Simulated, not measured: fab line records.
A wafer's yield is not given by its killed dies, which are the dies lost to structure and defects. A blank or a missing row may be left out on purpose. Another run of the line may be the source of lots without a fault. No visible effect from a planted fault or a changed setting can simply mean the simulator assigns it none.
Problem report, 8D (eight disciplines) form, completed by code || flow n5Finfet || the parts of the form that need people (team, actions taken, sign-off) are left out

1. THE PROBLEM
Mean of biasW at N5_BEOL_M5_ETCH_72: 133.5 W across 2 wafers in 2 lots; on wafers with no fault it is 149.9 W (standard deviation 0.46). Relative to the usual mean, that is a shift of -36 standard deviations.
The step: etches underlayer in N2/H2, target depth 6.5 nm, time 5.2 s.
The first sign was on wafer L817.3 at day 12 22:28, on rieDiel-03. Wafers with a number at this step in the record: 30, from 10 lots. The rule behind "out" and "out of limits": a value lying over 4 standard deviations away from the usual mean. The rest of the wafers with a number are treated as sound.

2. WHAT THIS IS AND IS NOT
{"question": "which readings at this step", "is": "biasW, rfVppV", "is not": "drypumpMotorCurrentA, oesProductAu, showerheadPlenumPTorr, throttleValvePct"}
{"question": "which lots", "is": "L814, L817", "is not": "L800, L801, L802, L806, L807, L808, L820, L822"}
{"question": "which wafers of those lots", "is": "L814.1, L817.3", "is not": "L814.3, L814.5, L817.1, L817.4"}
{"question": "read on which tools", "is": "rieDiel-03", "is not": "rieDiel-02, rieDiel-06"}
{"question": "when", "is": "from day 12 22:28", "is not": "up to then (20 sound wafers); but 8 sound wafers of L814, L820, L822 came after"}

3. THE SUSPECTS, EACH WITH WHAT RULES IT OUT
Counting: if a tool at a process step up to the reading ran every lot that is out, it stays a suspect. Sound lots after the first of them don't rule it out here, since some wafers of a struck lot are sound.
- rieDiel-03 at N5_BEOL_M5_DESCUM_16 (chemistry O2, time 7 s): kept. It processed each lot that is out (first: L817, day 12 22:26); up to then, its last sound lot is L808 (day 11 09:22).
- rieDiel-03 at N5_BEOL_M5_ETCH_72 (etches underlayer in N2/H2, target depth 6.5 nm, time 5.2 s): kept. It processed each lot that is out (first: L817, day 12 22:28); up to then, its last sound lot is L808 (day 11 09:25). On those wafers its own readings are out: biasW, rfVppV.
- rieDiel-03, N5_BEOL_M5_DESCUM_16: wafers that are out in chamber 1, sound lot-mates in chambers 0, 2.
- rieDiel-03, N5_BEOL_M5_ETCH_72: wafers that are out in chamber 1, sound lot-mates in chambers 0, 2.
After counting, rieDiel-03 at N5_BEOL_M5_DESCUM_16 and rieDiel-03 at N5_BEOL_M5_ETCH_72 remain.

4. THE CAUSE (what the simulator had put in)
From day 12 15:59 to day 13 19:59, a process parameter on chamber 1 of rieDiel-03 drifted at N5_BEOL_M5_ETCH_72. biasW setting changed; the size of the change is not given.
This tool is one of the 2 suspects left after counting.

5. SEQUENCE OF EFFECTS, ordered by route
Rows list readings where the struck wafers' mean (over those with a number) sits beyond 3 standard deviations from the usual. Readings are gone through only where the record gives a usual standard deviation; hours: the median, over the lots, of the time from a lot's start at the first step in this table giving one to that lot's start at this step; sigmas: the change measured in usual standard deviations.
{"hours": 0, "step": "N5_BEOL_M5_ETCH_72", "reading": "biasW", "usual": "149.9 W", "on struck wafers": 133.5, "change": -16.4, "sigmas": -36}
{"hours": 0, "step": "N5_BEOL_M5_ETCH_72", "reading": "etchRfOnTimeS", "usual": "5.16 s", "on struck wafers": 5.45, "change": "+0.29", "sigmas": "+3.2"}
{"hours": 0, "step": "N5_BEOL_M5_ETCH_72", "reading": "rfVppV", "usual": "524.3 V", "on struck wafers": 488.5, "change": -35.8, "sigmas": -13}
Process steps it contains:
- N5_BEOL_M5_ETCH_72: etches underlayer in N2/H2, target depth 6.5 nm, time 5.2 s.
Later measuring or inspecting steps at which every struck wafer that the step has a row for has a number for every such reading, and none has moved that far: N5_BEOL_M5_CD_MEAS_18.

6. WHAT WOULD HAVE CAUGHT IT SOONER
The fault began at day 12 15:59; the first out-of-limits reading in this record came at day 12 22:28, 6 hours later.
